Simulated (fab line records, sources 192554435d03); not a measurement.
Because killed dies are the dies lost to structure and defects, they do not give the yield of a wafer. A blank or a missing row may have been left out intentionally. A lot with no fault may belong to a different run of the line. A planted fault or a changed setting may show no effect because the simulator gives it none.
Split-lot study -- flow n5Finfet -- 21 wafers read from 7 lots, route of 1938 steps

== ON THE SPLIT ==
At N5_BEOL_M14_PEB_26 (peb time 90 s), the setting pebTempC was moved away from the recipe's 130 C on 7 of the 21 wafers read, by -2.7% to +1.8%. The other wafers ran this setting at the recipe's value.

== FROM THE SPLIT TO THE READING: what the file shows between them, 2 steps ==
- N5_BEOL_M14_DEVELOP_27: develop time 45 s
- N5_BEOL_M14_HARDBAKE_32: time 120 s

== THE READING ==
Shown in nm: cdNm at N5_BEOL_M14_CD_MEAS_28, with target cd 284.4 nm. Typical for fault-free wafers on this fab line: 282.9 nm, with standard deviation 2.5 nm.

wafer,"tool, chamber at the split","pebTempC as run, C",against the recipe,"cdNm, nm",against lot-mates on the recipe
L077.2,"lithoTrack-02, 0",130,recipe,281.4,-
L077.3,"lithoTrack-02, 0",127.6,-1.8%,272.3,-11.1
L077.4,"lithoTrack-02, 0",130,recipe,285.4,-
L076.1,"lithoTrack-01, 0",130,recipe,280.9,-
L076.3,"lithoTrack-01, 0",130,recipe,281.8,-
L076.5,"lithoTrack-01, 0",130,recipe,280.1,-
L080.1,"lithoTrack-02, 0",131.3,+1.0%,288.3,+4.0
L080.3,"lithoTrack-02, 0",130,recipe,286.3,-
L080.6,"lithoTrack-02, 0",130,recipe,282.3,-
L085.1,"lithoTrack-01, 0",130,recipe,285.7,-
L085.3,"lithoTrack-01, 0",126.5,-2.7%,261.6,-24.1
L085.6,"lithoTrack-01, 0",126.5,-2.7%,262.9,-22.8
L088.2,"lithoTrack-05, 0",127.2,-2.2%,264.4,-19.0
L088.4,"lithoTrack-05, 0",130,recipe,285.7,-
L088.6,"lithoTrack-05, 0",130,recipe,281.1,-
L093.3,"lithoTrack-05, 0",132.4,+1.8%,292.6,+10.2
L093.4,"lithoTrack-05, 0",130,recipe,281.2,-
L093.6,"lithoTrack-05, 0",130,recipe,283.7,-
L095.1,"lithoTrack-01, 0",130,recipe,272.0,-
L095.2,"lithoTrack-01, 0",130,recipe,279.1,-
L095.4,"lithoTrack-01, 0",130.9,+0.7%,275.9,+0.3

FIT RESULTS
A straight line over all 21 wafers: cdNm changes by +6.5 nm for each +1% of pebTempC; r = +0.89; the points scatter about the line by 4 nm.
The same after taking each lot's own level away (the mean of its wafers on the recipe; 21 wafers): +7.49 nm for each +1%; r = +0.96; scatter 2.6 nm.
The reading moves by 20 nm for the largest change in pebTempC, on that fit.
Across the lots, their own levels run from 275.55 to 285.70 nm, a range of 4.1 times the standard deviation given above.
In other words, the slope is changed by the lot-to-lot level; the two fits disagree.
Check: for one of the wafers moved furthest among these (-2.7%), held out of the fit, the line's prediction against its lot-mates is -19.9 nm. Against them it came out at -24.1 nm.

== THE WHOLE CHAIN: every reading that the file lists as answering this split, in the file's order ==
step,what it does,reading,change (the file's fit),r (the file's)
N5_BEOL_M14_CD_MEAS_28,target cd 284.4 nm,cdNm,+7.32 nm for each +1% of the setting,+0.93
N5_BEOL_M14_DESCUM_33,"chemistry O2, time 7.9 s","BEOL_M14.cdNm (the simulator's own value, which no gauge read)",+7.45 nm for each +1% of the setting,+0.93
N5_BEOL_M14_ETCH_67,"etches SiARC in CF4, target depth 143 nm, time 238.3 s","BEOL_M14.cdNm (the simulator's own value, which no gauge read)",+7.42 nm for each +1% of the setting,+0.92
N5_BEOL_M14_ETCH_68,"etches SOC in N2/H2, time 450 s","BEOL_M14.cdNm (the simulator's own value, which no gauge read)",+6.01 nm for each +1% of the setting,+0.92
N5_BEOL_M14_TRENCH_ETCH_34,"etches SiO2 in C4F8/O2/Ar, target depth 556.65 nm, time 126.9 s","BEOL_M14.cdNm (the simulator's own value, which no gauge read)",+6.09 nm for each +1% of the setting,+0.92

== THE FILE'S OWN FIT ==
cdNm changes by +7.32 nm for each +1% of pebTempC, r = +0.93.
